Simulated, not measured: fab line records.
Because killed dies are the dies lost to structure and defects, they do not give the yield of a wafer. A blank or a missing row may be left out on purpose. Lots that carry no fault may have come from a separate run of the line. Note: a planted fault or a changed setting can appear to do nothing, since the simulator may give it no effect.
Comparing a struck lot with a sound one -- flow n5-finfet -- 41 steps out of a route of 1938
Sound: these wafers, L579.4, L579.5, L579.6. Struck: wafers L567.1, L567.3, L567.4. The cause is given at the end.
At each step with rows: each side's tool, then ch and its chambers, then its first start. Under that, the readings that differ: sound wafers -- struck wafers -- difference of the means -- sigmas: that difference in standard deviations of wafers without a fault.
alike: a reading whose means differ by less than 2 such deviations, as well as words and numbers matching on both sides. not compared: withheld readings; readings where some wafer has no value; bounds like >300 that might hide an equal value; numbers whose values overlap and for which the record gives no deviation.
The two part at a step that has a row with sigmas, a row that says differs or no value, or rows on one side only. Numbers that don't overlap but have no deviation are shown without sigmas and don't part them. A reading missing from all wafers of one side parts the sides only when that side holds two or more wafers.

first, 11 steps without rows for these wafers: N5_BEOL_M0_SAQP_MANDREL_ETCH_20 (etches a-Si in HBr/Cl2, stops on SiNx, target depth 60 nm, bt time 10 s, time 30 s); N5_BEOL_M0_SAQP_STRIP_86 (strips in N2/H2); N5_BEOL_M0_SAQP_STRIP_115 (strips in post etch residue remover, time 60 s); N5_BEOL_M0_SAQP_SRD_93 (time 30 s); N5_BEOL_M0_SAQP_RECESS_114 (chemistry HF/NH3, target SiO2, target depth 14.4 nm, afs cycles 3, sublimation time 60 s); N5_BEOL_M0_SAQP_SPACER1_ALD_98 (deposits SiO2, target thk 12.8 nm, pulse time 1 s, purge time 2 s); N5_BEOL_M0_SAQP_SPACER1_ETCHBACK_99 (etches SiO2 in CHF3/O2, target depth 15.4 nm, time 7.7 s); N5_BEOL_M0_SAQP_MANDREL1_REMOVE_100 (chemistry HBr/Cl2/O2, target a-Si, stops on SiNx, bt time 10 s); N5_BEOL_M0_SAQP_ETCH_101 (etches SiNx in CH3F/O2, target depth 29.9 nm, time 42.7 s); N5_BEOL_M0_SAQP_ETCH_102 (etches SiO2 in CF4, target depth 4 nm, time 4.4 s); N5_BEOL_M0_SAQP_MANDREL_ETCH_103 (etches a-Si in HBr/Cl2, stops on SiCN, target depth 45 nm, bt time 10 s, time 27 s).
N5_BEOL_M0_SAQP_RECESS_104: chemistry HF/NH3, target SiO2, target depth 18 nm, afs cycles 3, sublimation time 60 s.
  sound on vapor-etch-02 ch 0,1, day 9 16:32; struck on vapor-etch-02 ch 0,1, day 6 13:22
  alike: drypump-motor-current-A
then, 17 steps without rows for these wafers: N5_BEOL_M0_SAQP_COAT_105 (time 60 s, resist thk 100 nm); N5_BEOL_M0_SAQP_ETCH_106 (etches SOC in N2/H2, stops on SiNx, target depth 150 nm); N5_BEOL_M0_SAQP_ETCH_107 (etches SiNx in CH3F/O2, target depth 30 nm); N5_BEOL_M0_SAQP_STRIP_108 (strips in N2/H2); N5_BEOL_M0_SAQP_RECESS_109 (chemistry HF/NH3, target SiO2, target depth 3 nm, afs cycles 1, sublimation time 60 s); N5_BEOL_M0_SAQP_SPACER2_ALD_26 (deposits SiO2, target thk 15 nm, pulse time 1 s, purge time 2 s); N5_BEOL_M0_SAQP_SPACER2_ETCHBACK_27 (etches SiO2 in CHF3/O2, target depth 22.5 nm, time 11.25 s); N5_BEOL_M0_SAQP_MANDREL2_REMOVE_110 (chemistry HBr/Cl2/O2, target a-Si, stops on SiCN, bt time 10 s); N5_BEOL_M0_SAQP_COAT_69 (time 60 s, resist thk 90 nm); N5_BEOL_M0_SAQP_COAT_72 (time 60 s, resist thk 15 nm); N5_BEOL_M0_SAQP_COAT_87 (time 60 s, resist thk 5 nm); N5_BEOL_M0_SAQP_COAT_34 (resist thk 30 nm); N5_BEOL_M0_SAQP_EBR_36; N5_BEOL_M0_SAQP_SOFTBAKE_35 (time 60 s); N5_BEOL_M0_SAQP_EXPOSE_37 (exposes mask M0 CUT1, target cd 30 nm); N5_BEOL_M0_SAQP_PEB_38 (peb time 60 s); N5_BEOL_M0_SAQP_DEVELOP_39 (develop time 30 s).
N5_BEOL_M0_SAQP_INSPECT_42: inspects for defects (brightfield).
  sound on defect-inspect-01, day 9 18:53; struck on defect-inspect-02, day 6 15:37
reading,sound,struck,difference,sigmas
raw-defect-count,373 275 372,671 603 669,+308,+4
then, 8 steps without rows for these wafers: N5_BEOL_M0_SAQP_DESCUM_45 (chemistry O2, time 7 s); N5_BEOL_M0_SAQP_ETCH_88 (etches underlayer in N2/H2, target depth 6.5 nm, time 5.2 s); N5_BEOL_M0_SAQP_ETCH_73 (etches SiARC in CF4, target depth 19.5 nm, time 32.5 s); N5_BEOL_M0_SAQP_CUT_ETCH_46 (etches SOC in N2/H2, target depth 135 nm, overetch 27 nm, time 202.5 s); N5_BEOL_M0_SAQP_STRIP_74 (strips in N2/H2); N5_BEOL_M0_SAQP_STRIP_89 (strips in N2/H2); N5_BEOL_M0_SAQP_ALD_48 (deposits SiO2, target thk 20 nm, pulse time 1 s, co reactant pulse time 1 s); N5_BEOL_M0_SAQP_ETCH_49 (etches SiO2 in CF4/O2, target depth 37 nm).
N5_BEOL_M0_CUTY_INSPECT_59: inspects for defects (macro).
  sound on defect-inspect-01, day 9 20:19; struck on defect-inspect-01, day 6 16:53
reading,sound,struck,difference,sigmas
raw-defect-count,5 1 0,252 281 284,+270,+99 or more
-- here the record skips 3 days between the struck wafers' starts before and after, leaving off in module BEOL_M0_CUTY and picking up in module BEOL_M4 (first step shown: number 1111 of the route) --
N5_BEOL_M4_RC_MEAS_101:
  sound on prober-01 ch 0, day 12 00:11; struck on prober-01 ch 0, day 9 07:37
reading,sound,struck,difference,sigmas
IOFF_P (nA/um),0.21 0.25 0.27,0.17 0.16 0.17,-0.08,-2
  alike: DIBL_N, DIBL_P, IOFF_N, ION_N, ION_P, SS_N, SS_P, VT_N, VT_P
-- here the record skips 4 days between the struck wafers' starts before and after, leaving off in module BEOL_M4 and picking up in module PASSIVATION (first step shown: number 1936 of the route) --
N5_PASSIVATION_PROBE_49:
  rows exist in the record for the struck wafers here (prober-02, day 13 19:22), but not for the sound ones

== WHERE THEY PART ==
At N5_BEOL_M0_SAQP_INSPECT_42 first; at N5_PASSIVATION_PROBE_49 last (within this record only).

WHY: what had been put in by the simulator
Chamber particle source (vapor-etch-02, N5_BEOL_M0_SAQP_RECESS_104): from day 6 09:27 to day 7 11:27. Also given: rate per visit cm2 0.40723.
